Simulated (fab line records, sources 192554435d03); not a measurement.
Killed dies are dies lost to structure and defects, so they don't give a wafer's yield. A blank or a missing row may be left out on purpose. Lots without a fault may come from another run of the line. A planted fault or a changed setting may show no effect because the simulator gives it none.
Split-lot experiment | flow n5_finfet | 7 lots, 21 wafers read, on a route of 1938 steps

THE SPLIT
At N5_BEOL_M5_COAT_71 (time 60 s, resist thk 5 nm), the setting spin_rpm was moved away from the recipe's 1500 rpm on 9 of the 21 wafers read, by -7.9% to +7.9%. The other wafers ran this setting at the recipe's value.

FROM THE SPLIT TO THE READING: what the file shows between them, 3 steps
- N5_BEOL_M5_COAT_05: resist thk 30 nm
- N5_BEOL_M5_EBR_07
- N5_BEOL_M5_DESCUM_16: chemistry O2, time 7 s

THE READING
etch.depth_nm (the simulator's own value, which no gauge read), in nm, at N5_BEOL_M5_ETCH_72 (etches underlayer in N2/H2, target depth 6.5 nm, time 5.2 s). The file gives no usual value for it. The 12 wafers here that ran the recipe average 5.012 nm, standard deviation 0.018 nm.

wafer  | tool, chamber at the split | spin_rpm as run, rpm | against the recipe | etch.depth_nm, nm | against lot-mates on the recipe
L079.3 | litho_track-03, 0          | 1619                 | +7.9%              | 4.785             | -0.183
L079.5 | litho_track-03, 0          | 1619                 | +7.9%              | 4.779             | -0.189
L079.6 | litho_track-03, 0          | 1500                 | recipe             | 4.968             | -
L081.2 | litho_track-03, 0          | 1546                 | +3.1%              | 4.94              | -0.074
L081.4 | litho_track-03, 0          | 1500                 | recipe             | 5.014             | -
L081.6 | litho_track-03, 0          | 1500                 | recipe             | 5.014             | -
L087.2 | litho_track-02, 0          | 1438                 | -4.1%              | 5.123             | +0.088
L087.3 | litho_track-02, 0          | 1500                 | recipe             | 5.039             | -
L087.6 | litho_track-02, 0          | 1500                 | recipe             | 5.032             | -
L090.1 | litho_track-01, 0          | 1500                 | recipe             | 5.018             | -
L090.2 | litho_track-01, 0          | 1500                 | recipe             | 5                 | -
L090.6 | litho_track-01, 0          | 1430                 | -4.7%              | 5.118             | +0.109
L091.1 | litho_track-01, 0          | 1500                 | recipe             | 5.023             | -
L091.4 | litho_track-01, 0          | 1500                 | recipe             | 5.005             | -
L091.5 | litho_track-01, 0          | 1500                 | recipe             | 5.024             | -
L097.3 | litho_track-02, 0          | 1500                 | recipe             | 4.997             | -
L097.4 | litho_track-02, 0          | 1382                 | -7.9%              | 5.213             | +0.216
L097.5 | litho_track-02, 0          | 1382                 | -7.9%              | 5.208             | +0.211
L096.3 | litho_track-03, 0          | 1500                 | recipe             | 5.012             | -
L096.5 | litho_track-03, 0          | 1542                 | +2.8%              | 4.933             | -0.079
L096.6 | litho_track-03, 0          | 1542                 | +2.8%              | 4.947             | -0.065

THE FIT
A straight line over all 21 wafers: etch.depth_nm changes by -0.0266 nm for each +1% of spin_rpm; r = -0.99; the points scatter about the line by 0.016 nm.
The same after taking each lot's own level away (the mean of its wafers on the recipe; 21 wafers): -0.0249 nm for each +1%; r = -1.00; scatter 0.0094 nm.
On that fit, the largest move of spin_rpm shifts the reading by 0.2 nm.
The lots' own levels span 4.9680 to 5.0355 nm, that is 3.8 times the standard deviation above.
So the lot-to-lot level changes the slope little: the two slopes agree.
Check: with one of the wafers moved furthest among these (+7.9%) left out of the fit, the line predicts -0.2 nm for it against its lot-mates. It came out at -0.183 nm against them.

THE WHOLE CHAIN: every reading that the file lists as answering this split, in the file's order
step               | what it does                                                | reading                                                        | change (the file's fit)                | r (the file's)
N5_BEOL_M5_ETCH_72 | etches underlayer in N2/H2, target depth 6.5 nm, time 5.2 s | etch_rf_on_time_s                                              | withheld for each +1% of the setting   | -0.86
N5_BEOL_M5_ETCH_72 | etches underlayer in N2/H2, target depth 6.5 nm, time 5.2 s | etch.depth_nm (the simulator's own value, which no gauge read) | -0.0247 nm for each +1% of the setting | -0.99

THE FILE'S OWN FIT
etch.depth_nm changes by -0.0247 nm for each +1% of spin_rpm, r = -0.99.
